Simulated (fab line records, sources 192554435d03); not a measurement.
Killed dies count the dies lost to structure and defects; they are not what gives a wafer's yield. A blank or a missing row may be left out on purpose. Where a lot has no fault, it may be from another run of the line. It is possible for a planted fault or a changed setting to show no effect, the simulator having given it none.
Matching of chambers    flow n5Finfet    N5_BEOL_M10_STRIP_67 on rieDiel-03 has 4 sister chambers
The step strips in CF4. 20 wafers are shown with their chamber, then 10 later ones without.

== WAFERS PAIRED WITH THEIR CHAMBERS ==
wafer   chamber  drypumpMotorCurrentA (A)  oesProductAu (a.u.)  showerheadPlenumPTorr (Torr)
L074.1  2        6.3                       0.72                 1.77
L074.4  1        5.8                       0.76                 1.82
L074.6  3        5.1                       0.73                 1.80
L077.1  0        5.3                       0.91                 1.82
L077.2  1        5.8                       0.76                 1.82
L077.4  2        6.3                       0.71                 1.77
L080.2  3        5.1                       0.71                 1.80
L080.3  1        5.8                       0.76                 1.82
L080.4  0        5.3                       0.90                 1.81
L083.2  2        6.3                       0.71                 1.76
L083.5  3        5.1                       0.71                 1.79
L083.6  0        5.3                       0.87                 1.81
L085.2  2        6.2                       0.70                 1.76
L085.4  1        5.8                       0.73                 1.81
L085.6  1        5.8                       0.74                 1.81
L091.1  0        5.3                       0.85                 1.81
L091.2  3        5.1                       0.70                 1.79
L091.4  1        5.8                       0.73                 1.81
L093.2  1        5.8                       0.74                 1.81
L093.4  1        5.8                       0.73                 1.81

SIGNATURES (averages over the wafers above)
reading                chamber 0  chamber 1  chamber 2  chamber 3  scatter within a chamber
drypumpMotorCurrentA   5.300      5.800      6.275      5.100      0.0217
oesProductAu           0.8825     0.7438     0.7100     0.7125     0.0165
showerheadPlenumPTorr  1.8125     1.8137     1.7650     1.7950     0.00538
Rule: a wafer's distance from a chamber is the root of the sum, over the readings, of the square of ((its reading less the chamber's mean) divided by the reading's scatter). The wafer belongs to the nearest chamber; if the next one is less than 2 further off, it can't be placed. The scatter is the square root of a quotient: the sum, over the shown wafers, of each reading's squared deviation from its chamber's mean, divided by wafers minus chambers.

== WAFERS WHOSE CHAMBER IS MISSING ==
wafer   drypumpMotorCurrentA (A)  oesProductAu (a.u.)  showerheadPlenumPTorr (Torr)
L093.6  5.1                       0.69                 1.79
L094.4  5.1                       0.70                 1.79
L094.5  6.3                       0.96                 1.76
L094.6  5.3                       0.83                 1.80
L076.2  5.1                       0.69                 1.79
L076.3  5.3                       0.82                 1.80
L076.5  6.3                       0.96                 1.76
L097.1  5.3                       0.81                 1.80
L097.3  6.3                       0.94                 1.76
L097.6  6.3                       0.94                 1.75

== WHICH CHAMBER EACH ONE RAN IN ==
wafer   from the rows above  in truth
L093.6  3                    3
L094.4  3                    3
L094.5  2                    2
L094.6  0                    0
L076.2  3                    3
L076.3  0                    0
L076.5  2                    2
L097.1  0                    0
L097.3  2                    2
L097.6  2                    2
Correct placement for 10 of the 10. Left unplaced by these rows: 0. Placed wrongly: 0.
